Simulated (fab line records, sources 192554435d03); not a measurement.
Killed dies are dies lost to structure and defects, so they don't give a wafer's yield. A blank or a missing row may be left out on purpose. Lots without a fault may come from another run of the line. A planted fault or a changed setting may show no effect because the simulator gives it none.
Split-lot experiment | flow n5_finfet | 7 lots, 21 wafers read, on a route of 1938 steps

THE SPLIT
At N5_BEOL_M13_COAT_65 (time 60 s, resist thk 350 nm), the setting spin_rpm was moved away from the recipe's 1500 rpm on 6 of the 21 wafers read, by -7.5% to +6.2%. The other wafers ran this setting at the recipe's value.

The reading is taken at the split's own step.

THE READING
SOC_of_BEOL_M13_COAT_65.thk_nm (the simulator's own value, which no gauge read), in nm, at N5_BEOL_M13_COAT_65 (time 60 s, resist thk 350 nm). The file gives no usual value for it. The 15 wafers here that ran the recipe average 350.1 nm, standard deviation 1.3 nm.

wafer  | tool, chamber at the split | spin_rpm as run, rpm | against the recipe | SOC_of_BEOL_M13_COAT_65.thk_nm, nm | against lot-mates on the recipe
L076.1 | litho_track-01, 0          | 1500                 | recipe             | 349.4                              | -
L076.4 | litho_track-01, 0          | 1500                 | recipe             | 348.6                              | -
L076.6 | litho_track-01, 0          | 1500                 | recipe             | 348                                | -
L081.1 | litho_track-05, 0          | 1441                 | -3.9%              | 357.6                              | +7.2
L081.2 | litho_track-05, 0          | 1500                 | recipe             | 350.2                              | -
L081.3 | litho_track-05, 0          | 1500                 | recipe             | 350.6                              | -
L083.1 | litho_track-01, 0          | 1500                 | recipe             | 347.4                              | -
L083.4 | litho_track-01, 0          | 1434                 | -4.4%              | 356.8                              | +9.4
L083.5 | litho_track-01, 0          | 1434                 | -4.4%              | 356.4                              | +9.0
L088.1 | litho_track-03, 0          | 1440                 | -4.0%              | 358.8                              | +6.8
L088.2 | litho_track-03, 0          | 1500                 | recipe             | 352                                | -
L088.3 | litho_track-03, 0          | 1500                 | recipe             | 352                                | -
L089.3 | litho_track-03, 0          | 1500                 | recipe             | 350.4                              | -
L089.4 | litho_track-03, 0          | 1500                 | recipe             | 349.6                              | -
L089.6 | litho_track-03, 0          | 1388                 | -7.5%              | 364                                | +14.0
L096.1 | litho_track-05, 0          | 1500                 | recipe             | 350.6                              | -
L096.4 | litho_track-05, 0          | 1500                 | recipe             | 350.6                              | -
L096.6 | litho_track-05, 0          | 1500                 | recipe             | 351.6                              | -
L097.3 | litho_track-01, 0          | 1500                 | recipe             | 350.2                              | -
L097.4 | litho_track-01, 0          | 1500                 | recipe             | 350                                | -
L097.6 | litho_track-01, 0          | 1593                 | +6.2%              | 339.2                              | -10.9

THE FIT
A straight line over all 21 wafers: SOC_of_BEOL_M13_COAT_65.thk_nm changes by -1.78 nm for each +1% of spin_rpm; r = -0.97; the points scatter about the line by 1.3 nm.
The same after taking each lot's own level away (the mean of its wafers on the recipe; 21 wafers): -1.87 nm for each +1%; r = -1.00; scatter 0.51 nm.
On that fit, the largest move of spin_rpm shifts the reading by 14 nm.
The lots' own levels span 347.40 to 352.00 nm, that is 3.6 times the standard deviation above.
So the lot-to-lot level changes the slope little: the two slopes agree.
Check: with one of the wafers moved furthest among these (-7.5%) left out of the fit, the line predicts +14.1 nm for it against its lot-mates. It came out at +14 nm against them.

OTHER SPLITS ON THESE WAFERS
These wafers also went through other splits before the reading. Each is held against what the fit with the lots' levels taken away leaves over:
other split on the same wafers | wafers away from the commonest value | r with SOC_of_BEOL_M13_COAT_65.thk_nm (lot level and that fit taken away)
N5_BEOL_M11_EXPOSE_25 dose_mj  | 3                                    | +0.19
N5_BEOL_M11_DEP_56 time_s      | 6                                    | -0.17

THE FILE'S OWN FIT
SOC_of_BEOL_M13_COAT_65.thk_nm changes by -1.85 nm for each +1% of spin_rpm, r = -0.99.
